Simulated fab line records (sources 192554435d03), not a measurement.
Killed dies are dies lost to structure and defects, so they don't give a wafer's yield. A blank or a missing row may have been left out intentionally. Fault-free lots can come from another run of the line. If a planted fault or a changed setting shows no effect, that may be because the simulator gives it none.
fab line records -- flow n5-finfet
record: lots: 4, wafers: 12, last-day: 16
route steps=1938 shown DUMMY_GATE@255 SPACER0@258 SD_EPI_N@262 SD_EPI_P@295 BEOL_M4@1111 PASSIVATION@1936
lots that met no fault: from a run of the same line without faults
start-h: the number of hours between the record's first day and the start of the first shown wafer of the lot -- wait-h: how many hours have passed since the lot's step before this one -- " repeats the value in the row above -- L1.1+2: a single row standing in for several wafers -- - no value, or no start given -- * or withheld: withheld -- < > ~ a bound
route shown NAME@n: names a module that has steps shown in the file, with the first one's number in the route -- usual: the fault-free wafers' mean and standard deviation -- same: alike in all rows -- chamber/n: place in a boat -- sites: readings site by site -- _std_site: standard deviation across them -- _edge_site: the outer-site mean with the inner-site mean subtracted -- radius-mm: how far each site lies from the wafer's centre -- mask NAME#n: copy n -- behind: tool/chamber where the wafer was last shaped -- hold: the reason the lot was held/the length of the hold in hours/how it ended -- device: whichever transistor did not switch (one of n, p or np) -- end of line: the route-end tests of the same wafers -- step lacking rows: just its recipe -- killed: dies lost to structure and defects at the first sort, not the wafer's yield -- map: dies across one wafer; x = killed, . = not, _ = none there
set.NAME: setting as actually run; set.NAME@STEP: the setting as run at that earlier step -- model.NAME: the simulator's own value behind a step, which no gauge read
a table for each step, a row for each wafer; lots at some steps of the route
services: when a tool's chamber went out of use (start-h, in hours from the record's first day, below 0 if earlier), for how many hours, and the reason
== steps ==
step: N5_DUMMY_GATE_SRD_26
recipe: dry: ipa-marangoni, time-s: 30, temp-c: 23, rinse-liquid: diw
step: N5_DUMMY_GATE_UV_OZONE_45
recipe: time-s: 120, pressure-torr: 760, temp-c: 25
step: N5_SPACER0_ALD_07
recipe: material: SiNx, target-thk-a: 20, temp-c: 400, ald-precursor-family: SiH2I2, ald-co-reactant: N2/H2-plasma, pressure-torr: 2
step: N5_SPACER0_ALD_00
recipe: material: SiOCN, target-thk-a: 35, temp-c: 400, ald-precursor-family: alkyl-aminosilane, ald-co-reactant: O2/N2-plasma, pulse-time-s: 3, purge-time-s: 2, co-reactant-purge-time-s: 2, ald-cycles: 58, pressure-torr: 2
step: N5_SPACER0_ALD_08
recipe: material: SiNx, target-thk-a: 20, temp-c: 400, ald-precursor-family: SiH2I2, ald-co-reactant: N2/H2-plasma, pressure-torr: 2
step: N5_SD_EPI_N_COAT_32
recipe: resist: SOC, temp-c: 250, time-s: 60, spin-rpm: 1500, resist-thk-nm: 350
step: N5_SD_EPI_N_COAT_33
recipe: resist: SiARC, temp-c: 220, time-s: 60, spin-rpm: 1500, resist-thk-nm: 35
step: N5_SD_EPI_N_COAT_03
recipe: resist: CAR-ArF-block, spin-rpm: 1500, resist-thk-nm: 150
step: N5_SD_EPI_N_EBR_05
recipe: solvent: PGMEA, ebr-width-mm: 1.5
step: N5_SD_EPI_N_SOFTBAKE_04
recipe: temp-c: 110, time-s: 60, resist: CAR-ArF-block
step: N5_SD_EPI_N_EXPOSE_06
recipe: mask-id: SD_N_BLK, na: 1.35, source-shape: conventional, sigma-outer: 0.8, polarization: unpolarized, target-cd-nm: 120, dose-mj: 39.75
usual: exposure-dose-mJ-cm2: 39.73/0.042
lot.wafer,tool,chamber,start-h,wait-h,mask,exposure-dose-mJ-cm2
L943.1,arfi-scanner-03,0,62.37,-,SD_N_BLK#0,39.81
L943.3,arfi-scanner-03,0,62.37,-,SD_N_BLK#0,39.69
L943.6,arfi-scanner-03,0,62.37,-,SD_N_BLK#0,39.74
L953.3,arfi-scanner-03,0,121.39,-,SD_N_BLK#0,26.14
L953.4,arfi-scanner-03,0,121.39,-,SD_N_BLK#0,26.12
L953.5,arfi-scanner-03,0,121.39,-,SD_N_BLK#0,26.09
L954.1,arfi-scanner-03,0,127.71,-,SD_N_BLK#0,28.84
L954.2,arfi-scanner-03,0,127.71,-,SD_N_BLK#0,28.82
L954.4,arfi-scanner-03,0,127.71,-,SD_N_BLK#0,28.80
L959.3,arfi-scanner-02,0,157.86,-,SD_N_BLK#0,39.77
L959.4,arfi-scanner-02,0,157.86,-,SD_N_BLK#0,39.75
L959.5,arfi-scanner-02,0,157.86,-,SD_N_BLK#0,39.78
step: N5_SD_EPI_N_PEB_07
recipe: peb-temp-c: 110, peb-time-s: 60, resist: CAR-ArF-block
step: N5_SD_EPI_N_DEVELOP_08
recipe: develop-time-s: 30, developer: TMAH, resist: CAR-ArF-block, dev-temp-c: 23, rinse-liquid: diw, dry: air-spin
step: N5_SD_EPI_N_CD_MEAS_09
recipe: target-cd-nm: 120, landing-energy-ev: 500, detector: se-inlens
usual: cd-nm: 119.7/0.56
lot.wafer,tool,chamber,start-h,wait-h,cd-nm
L943.1,cd-sem-02,0,62.50,-,119.5
L943.3,cd-sem-02,0,62.50,-,120.1
L943.6,cd-sem-02,0,62.50,-,119.8
L953.3,cd-sem-01,0,121.50,-,91.5
L953.4,cd-sem-01,0,121.50,-,91.4
L953.5,cd-sem-01,0,121.50,-,90.9
L954.1,cd-sem-01,0,127.83,-,98.9
L954.2,cd-sem-01,0,127.83,-,98.0
L954.4,cd-sem-01,0,127.83,-,97.3
L959.3,cd-sem-03,0,157.97,-,118.8
L959.4,cd-sem-03,0,157.97,-,119.7
L959.5,cd-sem-03,0,157.97,-,120.1
step: N5_SD_EPI_N_DESCUM_14
recipe: chemistry: O2, time-s: 7.9, source-power-w: 50, bias-power-w: 20, pressure-mtorr: 20, rf-frequency-hz: 2.712e+07, temp-c: 40, resist: CAR-ArF-block, o2-flow-sccm: 225
usual: drypump-motor-current-A: 5.7/0.35, oes-product-au: 0.79/0.1, rf-vpp-V: 243.1/1.3, showerhead-plenum-p-Torr: 2.09/0.073, throttle-valve-pct: 20.35/0.23
lot.wafer,tool,chamber,start-h,wait-h,drypump-motor-current-A,oes-product-au,rf-hours-counter-h,rf-vpp-V,showerhead-plenum-p-Torr,throttle-valve-pct,model.SD_EPI_N.cd-nm
L943.1,rie-diel-02,3,62.62,0.1,5.2,0.76,141,245.4,2.19,20.20,119.8
L943.3,rie-diel-02,0,62.62,0.1,5.8,0.75,131,244.6,2.19,20.19,120
L943.6,rie-diel-02,3,62.62,0.1,5.2,0.76,-,244.4,2.18,20.20,119.6
L953.3,rie-diel-02,0,121.65,0.1,5.9,0.73,154,244.1,2.19,20.22,91.6
L953.4,rie-diel-02,3,121.65,0.1,5.2,0.75,-,244.8,2.18,20.24,91.2
L953.5,rie-diel-02,0,121.65,0.1,5.9,0.74,-,243.9,2.19,20.21,91
L954.1,rie-diel-02,0,127.92,0.0,5.9,0.74,157,243.5,2.18,20.22,99
L954.2,rie-diel-02,2,127.92,0.0,5.7,0.93,19,242.4,2.05,20.11,97.8
L954.4,rie-diel-02,0,127.92,0.0,5.9,0.74,-,244.2,2.19,20.21,97.6
L959.3,rie-diel-02,1,158.06,0.0,5.8,0.92,10,243.0,2.05,20.17,118.8
L959.4,rie-diel-02,2,158.06,0.0,5.7,0.89,30,242.5,2.04,20.12,119.6
L959.5,rie-diel-02,1,158.06,0.0,5.8,0.93,-,242.8,2.05,20.18,120
step: N5_SD_EPI_N_ETCH_34
recipe: chemistry: CF4, target: SiARC, target-depth-a: 455, mask-material: CAR-ArF-block, time-s: 75.8, ion-energy-ev: 80, pressure-mtorr: 40, source-w: 545, bias-w: 36, Ar_flow_sccm: 100, cf4-flow-sccm: 100, ends: cleared
step: N5_SD_EPI_N_ETCH_35
recipe: chemistry: N2/H2, target: SOC, overetch-a: 1080, mask-material: SiARC, temp-c: 40, ion-energy-ev: 100, source-w: 3000, bias-w: 133, pressure-mtorr: 20, time-s: 486, n2-flow-sccm: 200, h2-flow-sccm: 200
step: N5_SD_EPI_N_STRIP_36
recipe: chemistry: N2/H2, temp-c: 40, n2-flow-sccm: 200, h2-flow-sccm: 200, rf-frequency-hz: 6e+07
step: N5_SD_EPI_N_ETCHBACK_44
recipe: chemistry: CH3F/O2, mode: anisotropic-etchback, target: SiNx, target-depth-a: 145, stop-on: SiO2, over-etch-frac: 0.3, ion-energy-ev: 120, pressure-mtorr: 30, source-w: 395, bias-w: 73, Ar_flow_sccm: 150, CH3F_flow_sccm: 30, O2_flow_sccm: 20
step: N5_SD_EPI_N_ETCH_45
recipe: chemistry: CH3F/O2, target: SiOCN, target-depth-a: 60, mask-material: SOC, ion-energy-ev: 60, bias-w: 29, pressure-mtorr: 15, source-w: 410, Ar_flow_sccm: 150, CH3F_flow_sccm: 30, O2_flow_sccm: 20
step: N5_SD_EPI_N_ETCH_16
recipe: chemistry: CHF3/O2, target: SiO2, target-depth-a: 50, mask-material: SOC, pressure-mtorr: 30, source-w: 650, bias-w: 170, Ar_flow_sccm: 200, CHF3_flow_sccm: 50, O2_flow_sccm: 5, ion-energy-ev: 200
step: N5_SD_EPI_N_STRIP_47
recipe: chemistry: CHF3/O2, resist: SiARC, rf-frequency-hz: 6e+07
step: N5_SD_EPI_N_SD_RECESS_17
recipe: chemistry: HBr/Cl2/O2, target-depth-a: 410, mask-material: SOC, time-s: 23.7, bt-time-s: 3, pressure-mtorr: 10, icp-w: 800, bias-w: 112, HBr_flow_sccm: 150, Cl2_flow_sccm: 80, O2_flow_sccm: 12
usual: HBr_flow_sccm: 150.0/0.46, drypump-motor-current-A: 5.8/0.43, oes-product-au: 1.001/0.019, throttle-valve-pct: 37.21/0.19
lot.wafer,tool,chamber,start-h,wait-h,HBr_flow_sccm,drypump-motor-current-A,oes-product-au,rf-hours-counter-h,throttle-valve-pct,model.SD_EPI_N.cd-nm
L943.1,rie-si-03,3,63.30,0.0,149.9,5.3,1.007,6,37.13,120
L943.3,rie-si-03,2,63.30,0.0,150.0,5.9,0.992,20,37.14,120.6
L943.6,rie-si-03,1,63.30,0.0,149.9,6.1,1.028,-,37.33,120
L953.3,rie-si-01,0,122.33,0.0,149.1,5.8,1.023,10,37.33,91.6
L953.4,rie-si-01,1,122.33,0.0,149.7,5.2,0.972,35,36.94,91.4
L953.5,rie-si-01,2,122.33,0.0,149.8,5.8,1.011,-,37.41,91.6
L954.1,rie-si-03,0,128.73,0.1,149.4,6.4,0.996,109,37.40,100.8
L954.2,rie-si-03,1,128.73,0.1,150.5,6.1,1.026,67,37.32,99.2
L954.4,rie-si-03,2,128.73,0.1,150.0,5.9,1.005,-,37.15,99.2
L959.3,rie-si-06,2,158.74,0.0,150.2,5.4,0.977,6,36.93,119.2
L959.4,rie-si-06,0,158.74,0.0,151.1,6.6,0.991,131,37.22,120.8
L959.5,rie-si-06,0,158.74,0.0,150.6,6.6,0.977,-,37.21,122
step: N5_SD_EPI_N_STRIP_38
recipe: chemistry: N2/H2, power-w: 1000, temp-c: 250, h2-frac: 0.65, overash-fraction: 0.3, pressure-mtorr: withheld, n2-flow-sccm: 1750, h2-flow-sccm: 3250
step: N5_SD_EPI_N_WET_ETCH_43
recipe: chemistry: dHF, dilution: withheld, time-s: 14, target: SiO2, target-depth-a: 15, temp-c: 25
step: N5_SD_EPI_N_STRIP_18
recipe: chemistry: SPM, time-s: 750, temp-c: 130, h2so4-h2o2-vol-ratio: 4
step: N5_SD_EPI_N_SRD_20
recipe: dry: ipa-marangoni, do-ppb: 5, time-s: 30, temp-c: 23, rinse-liquid: diw
step: N5_SD_EPI_N_PRECLEAN_48
recipe: chemistry: NF3:NH3, afs-cycles: 2, temp-c: 30, time-s: 20, sublimation-temp-c: 180, sublimation-time-s: 60, pressure-torr: 3, rf-power-w: 30
step: N5_SD_EPI_N_VAPOR_ETCH_50
recipe: chemistry: HCl, target: Si, temp-c: 775, time-s: 54, pressure-torr: 20, mode: isotropic
step: N5_SD_EPI_N_EPI_21
recipe: material: Si:P, dopant: P, temp-c: 680, pressure-torr: 255, time-s: 690
step: N5_SD_EPI_N_PRECLEAN_24
recipe: chemistry: O3/DIW, time-s: 60, temp-c: 22, o3-ppm: 10
step: N5_SD_EPI_N_SRD_25
recipe: time-s: 30, temp-c: 23, rinse-liquid: diw, dry: ipa-marangoni
step: N5_SD_EPI_N_PRECLEAN_49
recipe: chemistry: NF3:NH3, afs-cycles: 1, temp-c: 30, time-s: 20, sublimation-temp-c: 180, sublimation-time-s: 60, pressure-torr: 3, rf-power-w: 30
step: N5_SD_EPI_N_LINER_46
recipe: material: SiNx, target-thk-a: 30, temp-c: 400, ald-precursor-family: SiH2I2, ald-co-reactant: N2/H2-plasma, pressure-torr: 2
step: N5_SD_EPI_P_COAT_34
recipe: resist: SOC, temp-c: 250, time-s: 60, spin-rpm: 1500, resist-thk-nm: 350
step: N5_SD_EPI_P_COAT_35
recipe: resist: SiARC, temp-c: 220, time-s: 60, spin-rpm: 1500, resist-thk-nm: 35
step: N5_BEOL_M4_RC_MEAS_101
usual: DIBL_N: 36.1/1.3, DIBL_P: 36.1/1.7, IOFF_N: 0.154/0.022, IOFF_P: 0.201/0.024, ION_N: 675/8.9, ION_P: 462/5.9, SS_N: 71.5/0.49, SS_P: 73.3/0.58, VT_N: 250.0/2.7, VT_P: -251.3/2.7
lot.wafer,tool,chamber,start-h,wait-h,DIBL_N[mV/V],DIBL_P[mV/V],IOFF_N[nA/um],IOFF_P[nA/um],ION_N[uA/um],ION_P[uA/um],SS_N[mV/dec],SS_P[mV/dec],VT_N[mV],VT_P[mV]
L943.1,prober-01,0,170.42,0.0,36.1,36.9,0.149,0.171,676,454,72.0,73.6,247.8,-256.8
L943.3,prober-01,0,170.42,0.0,37.2,37.3,0.167,0.182,674,451,72.5,73.9,250.6,-255.5
L943.6,prober-01,0,170.42,0.0,37.5,37.9,0.170,0.193,677,451,71.6,74.0,251.1,-255.5
L954.1,prober-01,0,256.29,0.0,35.1,35.0,0.157,0.187,680,456,71.3,73.0,247.9,-253.6
L954.2,prober-01,0,256.29,0.0,33.0,32.6,0.118,0.159,668,460,70.3,72.2,255.4,-255.8
L954.4,prober-01,0,256.29,0.0,34.9,34.5,0.144,0.178,672,455,71.4,73.2,250.3,-252.6
L959.3,prober-02,0,285.03,0.3,39.7,40.7,0.211,0.239,682,457,72.7,73.8,248.6,-251.5
L959.4,prober-02,0,285.03,0.3,35.6,35.6,0.132,0.168,666,454,71.4,73.0,256.1,-257.8
L959.5,prober-02,0,285.03,0.3,36.4,36.8,0.145,0.187,666,455,71.5,73.2,252.7,-253.4
step: N5_PASSIVATION_PROBE_49
usual: defect-limited-yield: 90.9/1.3, killed_at_M0_to_M3: 35/10, killed_at_M4_up: 15/5.7, killed-at-contacts: 14/6.4, killed-at-front-end: 40/11, killed-at-other: 4/3.1, killed-dies: 108/16, killed-on-rim: 14/3.6, killed-open: 71/11, killed-short: 34/7.7, sort_bin_5_function: 5.4/0.9, sort_bin_6_memory: 3.4/0.61, sort-n-pass: 1072/16, sort-yield-pct: 90.9/1.3
same: gross-dies: 1180, killed-at-back-side: 0, sort_bin_4_leakage[%]: 0, sort_bin_8_speed[%]: 0
lot.wafer,tool,chamber,start-h,wait-h,defect-limited-yield[%],killed_at_M0_to_M3,killed_at_M4_up,killed-at-contacts,killed-at-front-end,killed-at-other,killed-dies,killed-on-rim,killed-open,killed-short,sort_bin_5_function[%],sort_bin_6_memory[%],sort-n-pass,sort-yield-pct[%]
L954.1,prober-01,-,364.16,0.0,60.7,48,16,10,390,0,464,112,75,36,36.0,3.1,716,60.7
L954.2,prober-01,-,364.21,0.1,45.4,26,15,5,590,8,644,140,64,36,51.4,2.8,536,45.4
L954.4,prober-01,-,364.31,0.2,45.0,36,10,8,590,5,649,142,72,29,51.8,2.7,531,45.0
L953.3,prober-01,-,364.87,0.1,2.9,32,25,12,1075,2,1146,152,80,33,92.9,4.1,34,2.9
L953.4,prober-01,-,364.92,0.2,2.1,31,19,18,1084,3,1155,152,73,29,94.4,3.4,25,2.1
L953.5,prober-01,-,364.97,0.2,2.4,25,18,15,1093,1,1152,152,68,24,94.1,3.1,28,2.4
killed by level:class
L954.1 SD_EPI_N:area-expose=353 BEOL_M0_SAQP:geometric-particle:open=22 FIN_SAQP:geometric-particle:open=13 BEOL_M0_SAQP:geometric-particle:short=13 MOL_CONTACT_COAG:geometric-particle:open=7 STI_FIN_REVEAL:geometric-particle:open=6 BEOL_M4:geometric-particle:open=6 BEOL_M2:geometric-particle:short=5
L954.2 SD_EPI_N:area-expose=544 FIN_SAQP:geometric-particle:open=13 FIN_SAQP:geometric-particle:short=10 BEOL_M0_SAQP:geometric-particle:open=7 BEOL_M3:geometric-particle:open=6 MOL_CONTACT_COAG:geometric-particle:open=5 BEOL_M4:geometric-particle:open=5 SPACER0:geometric-particle:short=4
L954.4 SD_EPI_N:area-expose=548 STI_FIN_REVEAL:geometric-particle:open=10 BEOL_M3:geometric-particle:open=10 BEOL_M2:geometric-particle:open=8 FIN_SAQP:geometric-particle:open=7 BEOL_M0_SAQP:geometric-particle:open=7 FIN_SAQP:geometric-particle:short=6 MOL_CONTACT_COAG:geometric-particle:open=5
L953.3 SD_EPI_N:area-expose=1033 FIN_SAQP:geometric-particle:open=13 BEOL_M4:geometric-particle:open=13 MOL_CONTACT_COAG:geometric-particle:open=9 BEOL_M2:geometric-particle:open=9 FIN_SAQP:geometric-particle:short=7 STI_FIN_REVEAL:geometric-particle:open=6 BEOL_M0_SAQP:geometric-particle:open=6
L953.4 SD_EPI_N:area-expose=1053 MOL_CONTACT_COAG:geometric-particle:open=16 BEOL_M3:geometric-particle:open=13 BEOL_M4:geometric-particle:open=11 BEOL_M2:geometric-particle:open=7 FIN_SAQP:geometric-particle:open=6 FIN_SAQP:geometric-particle:short=5 BEOL_M4:geometric-particle:short=4
L953.5 SD_EPI_N:area-expose=1060 MOL_CONTACT_COAG:geometric-particle:open=13 FIN_SAQP:geometric-particle:open=10 FIN_SAQP:geometric-particle:short=10 BEOL_M3:geometric-particle:open=8 BEOL_M4:geometric-particle:open=7 BEOL_M1:geometric-particle:open=5 BEOL_M4:geometric-particle:short=5
map L953.4 (x killed, . not)
_________________xxxxxxxxxxxx________________
______________xxxxxxxxxxxxxxxxxx_____________
___________xxxxxxxxxxxxxxxxxxxxxxxx__________
__________xxxxxxxxxxxxxxxxxxxxxxxxxx_________
________xxxxxxxxxxxxxxxxxxxxxxxxxxxxxx_______
_______xxxxxxxxxxxxxxxxxxxxxxxxxxxxxxxx______
______xxxxxxxxxxxxxxxxxxxxxxxx.xxxxxxxxx_____
_____xxxxxxxxxxxxxxxxxxxxxxxx.xxxxxxxxxxx____
____xxxxxxxxxxxxxxxxx.xxxxxxxxxxxxxxxxxxxx___
___xxxxxxxxxxxxxxxxxxxxxxxxxxxxxxxxxxxxxxxx__
___xxxxxxxxxxxxxxxxxxxxxxxxxxxxxxxxxxxxxxxx__
__xxxxxxxxxxxxxxxxxxxx.xxxxxx.xxxxxxxxxxxxxx_
__xxxxxxxxxxxxxxxxxxxxxxxxxxxxxxxxxxxxxxxxxx_
_xxxxxxxxxxxxxxxxxxxx.xxxxxx.xxxxxxxxxxxxxxxx
_xxxxxxxxxxxxxxxxxxxxx.xxxxxxxxxxxxxxxxxxxxxx
_xxxxxxxxxxxxxxxxxxx.xxxxxxxxxxxxxxxxxxxxxxxx
_xxxxxxxxxxxxxxxxxxxx..x.xxxxxxxxxxxxxxxxxxxx
_xxxxxxxxxxxxxxxxxx.xx.xxxxxxxxxxx.xxxxxxxxxx
_xxxxxxxxxxxxxxxxxxxx.xxx.xxxxxxxxxxxxxx.xxxx
_xxxxxxxxxxxxxxxxxxxxxxxxxxxxxxxxxxxxxxxxxxxx
_xxxxxxxxxxxxxxx.xxxx.xxxxxxxxxxxxxxxxxxxxxxx
__xxxxxxxxxxxxxxxxxxxx..xxxxxxxxxxxxxxxxxxxx_
__xxxxxxxxxxxxxxxxxxxxxxxxxxxxx.xxxxxxxxxxxx_
___xxxxxxxxxxxxxxxxxxxxxxxxxxxxxxxxxx.xxxxx__
___xxxxxxxxxxxxxxxxxxxxxxxxxxxxxxxxxxxxxxxx__
____xxxxxxxxxxxxxxxxxxxxxxxxx.xxxxxxxxxxxx___
_____xxxxxxxxxxxxxxxxxxxxxxxxxxxxxxxxxxxx____
______xxxxxxxxxxxxxxxxxxxxxxxxxxxxxxxxxx_____
_______xxxxxxxxxxxxxxxxxxxxxxxxxxxxxxxx______
________xxxxxxxxxxxxxxxxxxxxxxxxxxxxxx_______
__________xxxxxxxxxxxxxxxxxxxxxxxxxx_________
___________xxxxxxxxxxxxxxxxxxxxxxxx__________
______________xxxxxxxxxxxxxxxxxx_____________
_________________xxxxxxxxxxxx________________
map L954.4 (x killed, . not)
_________________xxxx..x.xxxx________________
______________xxxx..xxxxxxxxx.xx_____________
___________xxxxxxxxx.xxx.x.xxxxxxxx__________
__________xx.x.xx.x..x.x..x.xx.x.xx._________
________xxxxxx.xxxx..x.x.x..xxxxxxxxxx_______
_______.xxx.x.x....x...x.xx..x.xx.xx.xx______
______xx.xxx..xxx...xx.....xxx....xx..x._____
_____xxx..xxx...x...x.....x...x...x.xxxx.____
____xxxxxx..xxx..xx..x.x....x...xxxxx..xxx___
___xx.xxxxxxxxx.................x.x..xxxxxx__
___xxxx.xx.x.xxx......x.....x..x.x.....xxxx__
__xxxxxxxxx..xxx..x..xx.x..x.....x.x.x..xxxx_
__.xxxxx...x..xx...........................x_
_xxxxxxxx.x...x.x.............xx.....xxxxxxxx
_xxxxxxxxxx.x.........x.......x.x...xxx....xx
_xxxxx.xx.x.....x......x...x.........x.xx.xxx
_xxxxx.xxx..x.....xx.............x....xxx.x.x
_xxxxxxx........x.x...x......x.........x.xxxx
_xxx.x....x.x.x......................x..xx..x
_xxxxx.x.xx.x...xx.x.......xx....x..x.xx.xxxx
_xx.xxxx.xxxx.x............x.........x..xxxxx
__xxxxxx.x.xxx.......x.....x..x..x.x...xxxxx_
__xxxx.xxxx.x.x..x..xx.xx.x...xx..x.xxxxxxxx_
___xxxxxxxxxxxx.x.x..x.x.x.........xxx...xx__
___xxxxxxxx.xx...x..x..xx....x.x.x.x...xxx.__
____xxxxxxx.x.xxxx..x.x...x...x.xxxxxxxxxx___
_____xxxxxxxxxxxx.x..x..xxx...x.xxxxxxxxx____
______xxxxxx.xxx.x...x..xxxxx..xxxxxxxxx_____
_______xxxxx.xxxxxxx.x.xxx..x.x.xxxx.xx______
________xxxxxxxx...xxxxxxx...x.x.xxxxx_______
__________xxxxxxxx.xx.xx.x.xx.xxxxxx_________
___________xxxxxxxxxxx.x.xxxxxxxxxx__________
______________xxxxxxxxxxxxxxxxxx_____________
_________________xxxxxxxxxxxx________________
== services ==
tool,chamber,start-h,hours,kind
arfi-scanner-02,-,39.35,1.3,pm
rie-si-01,1,41.51,7.9,repair
arfi-scanner-02,-,47.02,1.9,repair
rie-diel-02,2,53.04,-,clean
rie-diel-02,2,53.04,-,consumable-replace:focus-ring
rie-diel-02,2,53.04,25.3,scheduled-down
rie-diel-02,2,53.04,25.3,vent-cycle
arfi-scanner-02,-,63.35,3.9,pm
arfi-scanner-03,-,76.69,4.9,pm
arfi-scanner-02,-,77.01,0.8,pm
rie-si-06,2,83.81,8.7,repair
arfi-scanner-02,-,91.52,1.2,repair
arfi-scanner-03,-,99.76,1.3,pm
rie-diel-02,1,106.75,-,clean
rie-diel-02,1,106.75,-,consumable-replace:focus-ring
arfi-scanner-02,-,107.74,1.0,pm
rie-si-03,0,111.40,7.7,repair
arfi-scanner-02,-,121.41,1.8,repair
arfi-scanner-03,-,121.81,3.0,pm
rie-si-06,-,122.79,0.4,repair
rie-si-03,3,124.96,6.3,repair
rie-si-03,2,136.06,10.6,repair
arfi-scanner-03,-,139.97,1.0,pm
arfi-scanner-03,-,145.87,79.5,repair
== key ==
first-sign: step: N5_SD_EPI_N_EXPOSE_06, reading: exposure-dose-mJ-cm2, direction: down, sigmas: 99+, usual: 39.73, struck: 27.47
effect: step: N5_SD_EPI_N_CD_MEAS_09, reading: cd-nm, direction: down, sigmas: 44, usual: 119.7, struck: 94.7, through: control-loop
effect: step: N5_PASSIVATION_PROBE_49, reading: sort_bin_5_function, direction: up, sigmas: 72, usual: 5.4, struck: 70.1
model-effect: step: N5_SD_EPI_N_DESCUM_14, value: SD_EPI_N.cd-nm, without: 119.8, struck: 94.7
model-effect: step: N5_SD_EPI_N_SD_RECESS_17, value: SD_EPI_N.cd-nm, without: 120.7, struck: 95.63
more-kills-born-at: N5_SD_EPI_N_EXPOSE_06@arfi-scanner-03: 4591
met-at N5_SD_EPI_N_EXPOSE_06
struck-wafers L953.3,L953.4,L953.5,L954.1,L954.2,L954.4
later-rows-left-out L953.3,L953.4,L953.5
loop-trim: step: N5_SD_EPI_N_EXPOSE_06, setting: dose, lots: L954
onset-between 62.37 121.39
fault: kind: process-parameter-drift, tool: arfi-scanner-03, chamber: -, onset-h: 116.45, steps: N5_SD_EPI_N_EXPOSE_06, channel: dose-mj, offset: -13.614, shape: step, acts-in: these-recipes-only, stated: 39.75
later-rows-left-out: the simulator's readings of these wafers behind a module that went badly wrong aren't trusted and aren't shown, but for the sort
loop-trim: a control loop set the setting to another value than it would have without faults
